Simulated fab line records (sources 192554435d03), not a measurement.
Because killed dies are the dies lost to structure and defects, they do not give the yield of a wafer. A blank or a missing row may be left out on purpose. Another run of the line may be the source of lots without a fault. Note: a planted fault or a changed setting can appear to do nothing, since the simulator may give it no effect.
The tool behind it: which one? | flow n5-finfet | 12 lots, 34 wafers sampled, at 5 steps of a route of 1938

== WHAT THE GAUGES SHOWED, per wafer ==
N5_BEOL_M10_CD_MEAS_35: target cd 70 nm.
lot  | measured     | on        | cd-nm (nm)
L267 | day 10 04:55 | cd-sem-02 | 69.4 70.3 69.6
L268 | day 10 18:01 | cd-sem-01 | 69.6 70.4 69.4
L271 | day 11 03:59 | cd-sem-01 | 70.3 70.3 70.2
L274 | day 12 03:53 | cd-sem-03 | 70.5 70.7 70.9
L276 | day 13 02:47 | cd-sem-02 | 69.4 69.1
L272 | day 13 16:33 | cd-sem-02 | 70.0 70.5
L281 | day 14 20:53 | cd-sem-02 | 70.3 70.0 69.6
L284 | day 15 07:40 | cd-sem-02 | 70.2 69.1 70.1
L289 | day 16 13:43 | cd-sem-03 | 69.4 69.5 69.6
L285 | day 16 16:56 | cd-sem-03 | 70.4 71.5 71.8
L288 | day 16 21:53 | cd-sem-03 | 69.7 69.5 69.2
L290 | day 16 22:47 | cd-sem-01 | 69.1 69.7 69.8

N5_BEOL_M11_THK_MEAS_01.
lot  | measured     | on            | M11_ILD_THK (nm)
L267 | day 10 07:31 | film-metro-01 | 265 267 268
L268 | day 10 22:56 | film-metro-01 | 263 270 270
L271 | day 11 07:47 | film-metro-02 | 264 269 269
L274 | day 12 07:53 | film-metro-02 | 265 268 276
L276 | day 13 07:04 | film-metro-01 | 271 233
L272 | day 13 20:43 | film-metro-01 | 221 231
L281 | day 15 01:53 | film-metro-01 | 268 263 271
L284 | day 15 10:59 | film-metro-02 | 270 270 269
L289 | day 16 17:09 | film-metro-02 | 266 264 263
L285 | day 16 19:56 | film-metro-01 | 264 260 268
L288 | day 17 01:32 | film-metro-02 | 267 274 266
L290 | day 17 03:35 | film-metro-02 | 262 266 272

== EACH LOT AND THE TOOL THAT RAN IT (in order: tool; ch and the chambers of the sampled wafers; start) ==
lot  | N5_BEOL_M10_PRE_CLEAN_45     | N5_BEOL_M10_SPUTTER_48       | N5_BEOL_M11_ILD_DEP_00
L267 | pvd-sputter-01, day 10 05:20 | pvd-sputter-01, day 10 05:54 | pecvd-02 ch 1,2, day 10 06:55
L268 | pvd-sputter-01, day 10 18:53 | pvd-sputter-02, day 10 21:09 | pecvd-01 ch 0,2, day 10 22:20
L271 | pvd-sputter-03, day 11 04:47 | pvd-sputter-03, day 11 05:22 | pecvd-02 ch 1,2, day 11 06:43
L274 | pvd-sputter-02, day 12 04:23 | pvd-sputter-01, day 12 05:28 | pecvd-01 ch 0,1,2, day 12 07:18
L276 | pvd-sputter-01, day 13 03:33 | pvd-sputter-02, day 13 05:28 | pecvd-02 ch 0, day 13 06:29
L272 | pvd-sputter-02, day 13 17:01 | pvd-sputter-03, day 13 19:00 | pecvd-02 ch 1,2, day 13 20:08
L281 | pvd-sputter-03, day 14 21:17 | pvd-sputter-02, day 15 00:16 | pecvd-01 ch 0,2, day 15 01:18
L284 | pvd-sputter-02, day 15 08:20 | pvd-sputter-03, day 15 09:03 | pecvd-01 ch 0,1,2, day 15 10:23
L289 | pvd-sputter-03, day 16 14:22 | pvd-sputter-02, day 16 15:01 | pecvd-03 ch 0,1,2, day 16 16:21
L285 | pvd-sputter-03, day 16 17:38 | pvd-sputter-01, day 16 18:14 | pecvd-01 ch 1,2, day 16 19:19
L288 | pvd-sputter-02, day 16 22:35 | pvd-sputter-03, day 16 23:25 | pecvd-02 ch 0,2, day 17 00:44
L290 | pvd-sputter-02, day 16 23:37 | pvd-sputter-02, day 17 01:45 | pecvd-02 ch 0,2, day 17 02:58
- N5_BEOL_M10_PRE_CLEAN_45: time 30 s.
- N5_BEOL_M10_SPUTTER_48: material Cu, target thk 12 nm, time 2 s.
- N5_BEOL_M11_ILD_DEP_00: deposits SiCOH lowk from DEMS/porogen, target thk 308.51 nm, time 58 s.

== WHAT THE TOOLS THEMSELVES READ (means of the sampled wafers that have a number; where no wafer has one, the mark that the record gives instead) ==
N5_BEOL_M10_PRE_CLEAN_45.
lot  | tool           | heater-power-w (W)
L267 | pvd-sputter-01 | 322
L268 | pvd-sputter-01 | 348
L271 | pvd-sputter-03 | 334
L274 | pvd-sputter-02 | 319
L276 | pvd-sputter-01 | 339
L272 | pvd-sputter-02 | 334
L281 | pvd-sputter-03 | 311
L284 | pvd-sputter-02 | 340
L289 | pvd-sputter-03 | 391
L285 | pvd-sputter-03 | 376
L288 | pvd-sputter-02 | 288
L290 | pvd-sputter-02 | 322

N5_BEOL_M10_SPUTTER_48.
lot  | tool           | throttle-valve-pct (%)
L267 | pvd-sputter-01 | 30.0
L268 | pvd-sputter-02 | 30.3
L271 | pvd-sputter-03 | 29.5
L274 | pvd-sputter-01 | 29.5
L276 | pvd-sputter-02 | 30.5
L272 | pvd-sputter-03 | 29.5
L281 | pvd-sputter-02 | 30.1
L284 | pvd-sputter-03 | 29.3
L289 | pvd-sputter-02 | 29.7
L285 | pvd-sputter-01 | 30.0
L288 | pvd-sputter-03 | 29.3
L290 | pvd-sputter-02 | 30.6

N5_BEOL_M11_ILD_DEP_00.
lot  | tool     | heater-power-outer-w (W) | heater-power-w (W) | run-length-s (s) | showerhead-plenum-p-Torr (Torr) | throttle-valve-pct (%)
L267 | pecvd-02 | 108                      | 255                | 101.0            | 5.734                           | 13.4
L268 | pecvd-01 | 149                      | 310                | 100.9            | 5.751                           | 13.2
L271 | pecvd-02 | 118                      | 280                | 101.2            | 5.750                           | 12.8
L274 | pecvd-01 | 122                      | 296                | 101.1            | 5.739                           | 13.6
L276 | pecvd-02 | 89                       | 220                | 96.2             | 5.735                           | 14.4
L272 | pecvd-02 | 117                      | 275                | 92.0             | 5.736                           | 13.1
L281 | pecvd-01 | 130                      | 293                | 100.9            | 5.760                           | 13.4
L284 | pecvd-01 | 153                      | 338                | 101.1            | 5.741                           | 13.7
L289 | pecvd-03 | 128                      | 287                | 101.0            | 5.738                           | 13.3
L285 | pecvd-01 | 161                      | 342                | 101.4            | 5.741                           | 13.6
L288 | pecvd-02 | 131                      | 292                | 100.5            | 5.745                           | 13.8
L290 | pecvd-02 | 116                      | 276                | 101.0            | 5.747                           | 13.3

== THE ANSWER, worked out from the rows above alone ==
Rule: the usual values come from the lots themselves. The widest of any qualifying gaps counts: lots, ordered by their means at a reading, are off when they make up no more than a third of the lots, leave a main group of 4 or more, and stand apart from it by 3 or more times the standard deviation of that group's means. A main group whose means are all the same, to the digits that the tables above print for the reading, isn't used. A lot without any number at a reading at which 4 lots or more have one is off too. The other lots that the step has rows for count as sound. Order of review: gauges by route order, followed by the tools' own readings, for which a lot's mean as printed above is used. At the first step where some lot is off, the reading lying furthest off is the one used; lots without a number count as furthest.
Off: L276, L272, seen at N5_BEOL_M11_THK_MEAS_01 (M11_ILD_THK). The main group has a mean of 267 nm with a standard deviation of 1.9.
If a tool, at a process step before that reading, ran all the lots that are off and no sound lot after the first of them, it fits. The gauges at N5_BEOL_M11_THK_MEAS_01 aren't tried: what is off there is off at N5_BEOL_M11_ILD_DEP_00 too, on other tools, and a gauge's error can't cause that. Of those tried, none fits.

== WHAT WAS PUT IN BY THE SIMULATOR ==
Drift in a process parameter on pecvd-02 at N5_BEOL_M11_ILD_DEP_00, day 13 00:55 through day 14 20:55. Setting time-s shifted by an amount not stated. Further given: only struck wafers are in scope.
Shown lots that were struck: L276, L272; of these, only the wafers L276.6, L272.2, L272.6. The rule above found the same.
